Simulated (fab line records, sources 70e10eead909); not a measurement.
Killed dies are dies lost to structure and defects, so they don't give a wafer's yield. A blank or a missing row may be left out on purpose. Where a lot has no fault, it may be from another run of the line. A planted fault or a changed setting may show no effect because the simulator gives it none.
Problem report, 8D (eight disciplines) form, completed by code ; flow nand_harc ; the parts of the form that need people (team, actions taken, sign-off) are left out

## 1. PROBLEM STATEMENT
Mean of thk_nm at NHARC_A_SGD_CUT_THK_MEAS_22: 136.7 nm across 2 wafers in 2 lots; on wafers with no fault it is 147.5 nm (standard deviation 1.4). That puts it -7.7 standard deviations away from the usual mean.
The step: measures by ellipsometry.
First observed at day 16 05:51: wafer L941.2, on film_metro-02. Wafers with a number at this step in the record: 38, from 13 lots. The rule behind "out" and "out of limits": a value lying over 4 standard deviations away from the usual mean. Any other wafer with a number is counted as sound.

## 2. WHAT IT IS; WHAT IT IS NOT
question;is;is not
which readings at this step;thk_nm;-
which lots;L941, L942;L934, L935, L937, L947, L948, L950, L953, L954, L955, L956, L957
which wafers of those lots;L941.2, L942.1;L941.4, L941.6, L942.4
read on which gauges;film_metro-02;film_metro-01
when;from day 16 05:51;"up to then (11 sound wafers); but 25 sound wafers of L942, L947, L948, L950, L953, L954, L955, L956, L957 came after"

## 3. SUSPECTS, AND WHAT RULES EACH OUT
Counting: a tool at a process step up to the reading stays a suspect if it ran every lot that is out. Sound lots after the first of them don't rule it out here, since some wafers of a struck lot are sound.
- the gauge at NHARC_A_SGD_CUT_THK_MEAS_22: kept. All the wafers that are out were read on film_metro-02, and no step on other tools shows them out.
- fcvd-02 at NHARC_A_SGD_CUT_DEP_20 (deposits SiO2, target thk 150 nm): kept. Ran every lot that is out, first one L941 (day 15 23:34); last sound lot up to then L935 (day 14 03:09).
The count leaves film_metro-02 at NHARC_A_SGD_CUT_THK_MEAS_22 and fcvd-02 at NHARC_A_SGD_CUT_DEP_20.

## 4. THE CAUSE (what the simulator had put in)
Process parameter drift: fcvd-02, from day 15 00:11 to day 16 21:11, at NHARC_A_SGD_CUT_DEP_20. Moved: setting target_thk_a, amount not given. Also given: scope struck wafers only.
2 suspects survive the count, and this tool is in that group.

## 5. THE CHAIN OF EFFECTS, in route order
One row per reading whose mean, taken over the struck wafers that have a number, lies over 3 standard deviations from the usual. Only readings whose record carries a usual standard deviation are examined. hours: median over the lots of the time between each lot's start at the first step of this table that gives one and its start at this step. sigmas: the change, counted in usual standard deviations.
hours;step;reading;usual;on struck wafers;change;sigmas
0;NHARC_A_SGD_CUT_THK_MEAS_22;thk_nm;147.5 nm;136.7;-10.8;-7.7

## 6. WHAT WOULD HAVE CAUGHT IT SOONER
30 hours passed between the start of the fault at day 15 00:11 and the first reading out of limits at a measuring or inspecting step in this record, taken at day 16 05:51.
Of the tool readings at NHARC_A_SGD_CUT_DEP_20 for which the record gives a usual standard deviation, none was out on any struck wafer, so an alarm limit of 4 standard deviations on them would not have fired.
Of the lots that are out (2), L942 began NHARC_A_SGD_CUT_DEP_20 on fcvd-02 after day 16 05:51. It would have been spared by a hold on the tool at that moment.
